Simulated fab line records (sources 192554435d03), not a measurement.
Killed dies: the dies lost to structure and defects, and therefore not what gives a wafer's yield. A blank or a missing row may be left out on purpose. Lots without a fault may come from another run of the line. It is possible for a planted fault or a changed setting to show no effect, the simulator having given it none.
Lot-split experiment | flow n5Finfet | on a route of 1938 steps: 7 lots, 21 wafers read

## THE SPLIT
At N5_HKMG_FIN_COAT_42 (time 60 s, resist thk 35 nm), the setting spinRpm was moved away from the recipe's 1500 rpm on 7 of the 21 wafers read, by -3.4% to +3.4%. This setting was run at the recipe's value on the other wafers.

## FROM THE SPLIT TO THE READING: what the file shows between them, 4 steps
- N5_HKMG_FIN_EXPOSE_46: exposes mask NDIPOLE (also split here: doseMj)
- N5_HKMG_FIN_PEB_47: peb time 60 s
- N5_HKMG_FIN_DEVELOP_48: develop time 30 s
- N5_HKMG_FIN_DESCUM_53: chemistry O2, time 7.9 s

## THE READING
etch.depthNm (the simulator's own value, which no gauge read), in nm, at N5_HKMG_FIN_ETCH_54 (etches SiARC in CF4, target depth 45.5 nm, time 75.8 s). The file does not state a usual value for it. The 14 wafers here that ran the recipe average 34.95 nm, standard deviation 0.083 nm.

wafer  | tool, chamber at the split | spinRpm as run, rpm | against the recipe | etch.depthNm, nm | against lot-mates on the recipe
L079.3 | lithoTrack-02, 0           | 1500                | recipe             | 35.09            | -
L079.5 | lithoTrack-02, 0           | 1500                | recipe             | 34.95            | -
L079.6 | lithoTrack-02, 0           | 1500                | recipe             | 34.98            | -
L084.1 | lithoTrack-05, 0           | 1500                | recipe             | 34.86            | -
L084.2 | lithoTrack-05, 0           | 1500                | recipe             | 34.9             | -
L084.6 | lithoTrack-05, 0           | 1500                | recipe             | 34.8             | -
L085.2 | lithoTrack-03, 0           | 1449                | -3.4%              | 35.6             | +0.63
L085.5 | lithoTrack-03, 0           | 1500                | recipe             | 34.97            | -
L085.6 | lithoTrack-03, 0           | 1449                | -3.4%              | 35.73            | +0.76
L091.1 | lithoTrack-03, 0           | 1500                | recipe             | 34.92            | -
L091.4 | lithoTrack-03, 0           | 1500                | recipe             | 35               | -
L091.5 | lithoTrack-03, 0           | 1500                | recipe             | 34.81            | -
L092.3 | lithoTrack-05, 0           | 1500                | recipe             | 34.97            | -
L092.4 | lithoTrack-05, 0           | 1500                | recipe             | 35.03            | -
L092.5 | lithoTrack-05, 0           | 1500                | recipe             | 34.94            | -
L096.2 | lithoTrack-03, 0           | 1551                | +3.4%              | 34.34            | no lot-mate on the recipe
L096.3 | lithoTrack-03, 0           | 1551                | +3.4%              | 34.41            | no lot-mate on the recipe
L096.4 | lithoTrack-03, 0           | 1551                | +3.4%              | 34.35            | no lot-mate on the recipe
L097.1 | lithoTrack-02, 0           | 1544                | +2.9%              | 34.49            | -0.57
L097.2 | lithoTrack-02, 0           | 1544                | +2.9%              | 34.5             | -0.56
L097.4 | lithoTrack-02, 0           | 1500                | recipe             | 35.06            | -

FIT RESULTS
A straight line over all 21 wafers: etch.depthNm changes by -0.182 nm for each +1% of spinRpm; r = -0.97; the points scatter about the line by 0.084 nm.
The same after taking each lot's own level away (the mean of its wafers on the recipe; 18 wafers): -0.199 nm for each +1%; r = -0.99; scatter 0.055 nm.
Per that fit: largest spinRpm move, reading shift of 0.68 nm.
Across the lots, their own levels run from 34.853 to 35.060 nm, a range of 2.5 times the standard deviation given above.
The two slopes agree, so the slope changes little with the lot-to-lot level.
Check: for one of the wafers moved furthest among these (-3.4%), held out of the fit, the line's prediction against its lot-mates is +0.708 nm. It came out at +0.63 nm against them.

## FURTHER SPLITS ON THESE WAFERS
Before the reading, these wafers also passed through other splits. Each is held against what the fit with the lots' levels taken away leaves over:
other split on the same wafers | wafers away from the commonest value | r with etch.depthNm (lot level and that fit taken away)
N5_SD_EPI_P_EPI_21 timeS       | 4                                    | +0.05
N5_HKMG_FIN_EXPOSE_46 doseMj   | 7                                    | +0.56

## THE WHOLE CHAIN: every reading that the file lists as answering this split, in the file's order
step                | what it does                                           | reading                                                                            | change (the file's fit)               | r (the file's)
N5_HKMG_FIN_COAT_42 | time 60 s, resist thk 35 nm                            | SiARC_of_HKMG_FIN_COAT_42.thkNm (the simulator's own value, which no gauge read)   | -0.191 nm for each +1% of the setting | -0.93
N5_HKMG_FIN_ETCH_54 | etches SiARC in CF4, target depth 45.5 nm, time 75.8 s | CAR-ArF_of_HKMG_FIN_COAT_43.thkNm (the simulator's own value, which no gauge read) | +0.348 nm for each +1% of the setting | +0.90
N5_HKMG_FIN_ETCH_54 | etches SiARC in CF4, target depth 45.5 nm, time 75.8 s | etch.depthNm (the simulator's own value, which no gauge read)                      | -0.197 nm for each +1% of the setting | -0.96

## THE FILE'S OWN FIT
etch.depthNm changes by -0.197 nm for each +1% of spinRpm, r = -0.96.
